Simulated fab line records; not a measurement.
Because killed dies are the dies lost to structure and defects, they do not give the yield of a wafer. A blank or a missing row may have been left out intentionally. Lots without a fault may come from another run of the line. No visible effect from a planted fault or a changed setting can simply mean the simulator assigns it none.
Struck lot and sound lot, side by side | flow n5_finfet | 40 out of 1938 route steps
Sound: wafers L282.2, L282.3, L282.6. Struck: wafers L280.3, L280.4. (L280.1 of the same lot was not struck and is left out.) The cause comes at the end.
Order at every step that has rows: each side's tool, ch and its chambers, its first start. Under that, the readings that differ: sound wafers | struck wafers | difference of the means | sigmas: that difference in standard deviations of wafers without a fault.
alike: same words and numbers on both sides, and readings whose means sit less than 2 such deviations apart. not compared: any withheld reading, any reading some wafer has no value for, any bound like >300 that may hide the same value, and any number with overlapping values for which the record gives no deviation.
The two part at a step that has a row with sigmas, a row that says differs or no value, or rows on one side only. Non-overlapping numbers with no deviation appear without sigmas and do not part them. A reading missing from all wafers of one side parts the sides only when that side holds two or more wafers.

first, 9 steps without rows for these wafers: N5_BEOL_M4_ANNEAL_95 (time 240 s); N5_BEOL_M4_SPUTTER_96 (material Cu, target thk 4.5 nm, time 8.29 s); N5_BEOL_M4_ECD_50 (material Cu, target thk 300 nm); N5_BEOL_M4_ANNEAL_51 (time 90 s); N5_BEOL_M4_CMP_52 (polishes, stops on SiOC, t overpolish 6.8 s, target thk 40 nm); N5_BEOL_M4_PRE_CLEAN_60 (time 15 s); N5_BEOL_M4_CO_CAP_55 (material Co, precursor CCTBA/H2, target thk 2 nm, time 102.1 s); N5_BEOL_M4_PRE_CLEAN_56 (time 15 s); N5_BEOL_M4_DEP_57 (deposits SiCN from 3MS/NH3, target thk 8 nm, time 14 s).
N5_BEOL_M4_RC_MEAS_101:
  sound on prober-01 ch 0, day 11 17:37; struck on prober-02 ch 0, day 11 01:59
  reading        | sound             | struck      | difference | sigmas
  DIBL_N (mV/V)  | 36.3 35.1 35.4    | 39.1 39.9   | +3.9       | +3
  DIBL_P (mV/V)  | 37.0 34.0 35.5    | 39.2 40.3   | +4.2       | +3
  IOFF_N (nA/um) | 0.142 0.123 0.130 | 0.189 0.212 | +0.069     | +3
  VT_N (mV)      | 252.4 254.8 253.9 | 250.1 246.1 | -5.6       | -2
  alike: IOFF_P, ION_N, ION_P, SS_N, SS_P, VT_P
then, 24 steps without rows for these wafers: N5_BEOL_M5_ILD_DEP_00 (deposits SiCOH lowk from DEMS/porogen, target thk 140.64 nm, time 25.9 s); N5_BEOL_M5_CURE_79 (cures SiCOH lowk, time 240 s); N5_BEOL_M5_PECVD_70 (deposits SiO2 from TEOS/O2, target thk 16 nm, time 18 s); N5_BEOL_M5_HM_DEP_02 (deposits TiN, target thk 20 nm); N5_BEOL_M5_COAT_59 (time 60 s, resist thk 60 nm); N5_BEOL_M5_COAT_60 (time 60 s, resist thk 12 nm); N5_BEOL_M5_COAT_71 (time 60 s, resist thk 5 nm); N5_BEOL_M5_COAT_05 (resist thk 30 nm); N5_BEOL_M5_EBR_07; N5_BEOL_M5_SOFTBAKE_06 (time 60 s); N5_BEOL_M5_EXPOSE_08 (exposes mask M5, target cd 28 nm); N5_BEOL_M5_PEB_09 (peb time 60 s); N5_BEOL_M5_DEVELOP_10 (develop time 30 s); N5_BEOL_M5_DESCUM_16 (chemistry O2, time 7 s); N5_BEOL_M5_ETCH_72 (etches underlayer in N2/H2, target depth 6.5 nm, time 5.2 s); N5_BEOL_M5_ETCH_61 (etches SiARC in CF4, target depth 15.6 nm, time 26 s); N5_BEOL_M5_ETCH_62 (etches SOC in N2/H2, target depth 75 nm, overetch 15 nm, time 112.5 s); N5_BEOL_M5_STRIP_63 (strips in N2/H2); N5_BEOL_M5_STRIP_73 (strips in N2/H2); N5_BEOL_M5_STRIP_64 (strips in CF4); N5_BEOL_M5_HM_OPEN_17 (chemistry Cl2/BCl3, target TiN, target depth 20 nm, overetch 6 nm); N5_BEOL_M5_STRIP_19 (strips in O2); N5_BEOL_M5_COAT_65 (time 60 s, resist thk 60 nm); N5_BEOL_M5_COAT_66 (time 60 s, resist thk 12 nm).
-- here the record skips 2 days between the struck wafers' starts before and after, leaving off in module BEOL_M5 and picking up in module BEOL_M10 (first step shown: number 1491 of the route) --
N5_BEOL_M10_HM_OPEN_17: chemistry Cl2/BCl3, target TiN, target depth 20 nm, overetch 6 nm.
  sound on rie_metal-02 ch 0,1, day 13 19:45; struck on rie_metal-01 ch 0,1, day 13 03:11
  reading                                   | sound             | struck      | difference | sigmas
  oes_product_au (a.u.)                     | 0.72 0.73 0.61    | 0.49 0.55   | -0.17      | -3
  model.etch.depth_nm (nm)                  | 19.75 19.78 19.92 | 15.29 15.08 | -4.63      |
  model.SOC_of_BEOL_M10_COAT_59.thk_nm (nm) | 91.6 91.8 91.8    | 95.6 96     | +4.1       |
  alike: drypump_motor_current_A, rf_fwd_power_W, throttle_valve_pct
  not compared: rf_hours_counter_h
N5_BEOL_M10_VIA_ETCH_34: etches SiCOH lowk in C4F6/O2, target depth 184.5 nm, time 69.2 s.
  sound on rie_diel-06 ch 0,2,3, day 13 21:17; struck on rie_diel-01 ch 1,2, day 13 04:01
  reading               | sound          | struck    | difference | sigmas
  oes_product_au (a.u.) | 0.85 0.73 0.70 | 0.37 0.31 | -0.42      | -5
  alike: O2_flow_sccm, drypump_motor_current_A, rf_fwd_power_W, rf_vpp_V, showerhead_plenum_p_Torr, throttle_valve_pct
  not compared: rf_hours_counter_h
N5_BEOL_M10_OCD_MEAS_38:
  sound on ocd-01 at day 13 21:34; struck on ocd-01 at day 13 04:18
  reading              | sound             | struck  | difference | sigmas
  trench_depth_nm (nm) | 151.6 148.5 148.9 | 2.1 0.1 | -148.6     | -68
N5_BEOL_M10_CD_MEAS_35: target cd 70 nm.
  sound on cd_sem-03 at day 13 21:52; struck on cd_sem-02 at day 13 04:33
  reading    | sound          | struck | difference                    | sigmas
  cd_nm (nm) | 70.1 70.1 70.6 | - -    | no value on the struck wafers |
N5_BEOL_M10_THK_MEAS_53: measures by xrf.
  sound on film_metro-01 at day 14 01:00; struck on film_metro-02 at day 13 06:47
  reading      | sound             | struck | difference                    | sigmas
  M10_THK (nm) | 141.4 139.0 138.2 | - -    | no value on the struck wafers |
-- a jump in the record: the struck wafers' starts before and after are 2 days apart (it breaks off in module BEOL_M10 and resumes in module PASSIVATION, where the first step shown is number 1936 of the route) --
N5_PASSIVATION_PROBE_49:
  sound on prober-02 at day 16 05:03; struck on prober-01 at day 15 07:31
  reading                  | sound          | struck    | difference | sigmas
  defect_limited_yield (%) | 92.1 90.4 92.8 | 2.3 0.3   | -90.5      | -65
  killed_at_M4_up          | 22 31 8        | 1084 1096 | +1070      | +99 or more
  killed_dies              | 93 113 85      | 1153 1177 | +1068      | +67
  killed_on_rim            | 11 17 13       | 152 152   | +138       | +41
  sort_bin_5_function (%)  | 4.4 5.8 3.5    | 94.9 96.6 | +91.2      | +99 or more
  sort_n_pass              | 1087 1067 1095 | 27 3      | -1068      | -67
  sort_yield_pct (%)       | 92.1 90.4 92.8 | 2.3 0.3   | -90.5      | -65
  alike: killed_at_M0_to_M3, killed_at_contacts, killed_at_front_end, killed_at_other, killed_open, killed_short, sort_bin_6_memory

== WHERE THEY PART ==
Last at N5_PASSIVATION_PROBE_49 as far as this record goes, first at N5_BEOL_M4_RC_MEAS_101.

WHY: the cause the simulator had injected
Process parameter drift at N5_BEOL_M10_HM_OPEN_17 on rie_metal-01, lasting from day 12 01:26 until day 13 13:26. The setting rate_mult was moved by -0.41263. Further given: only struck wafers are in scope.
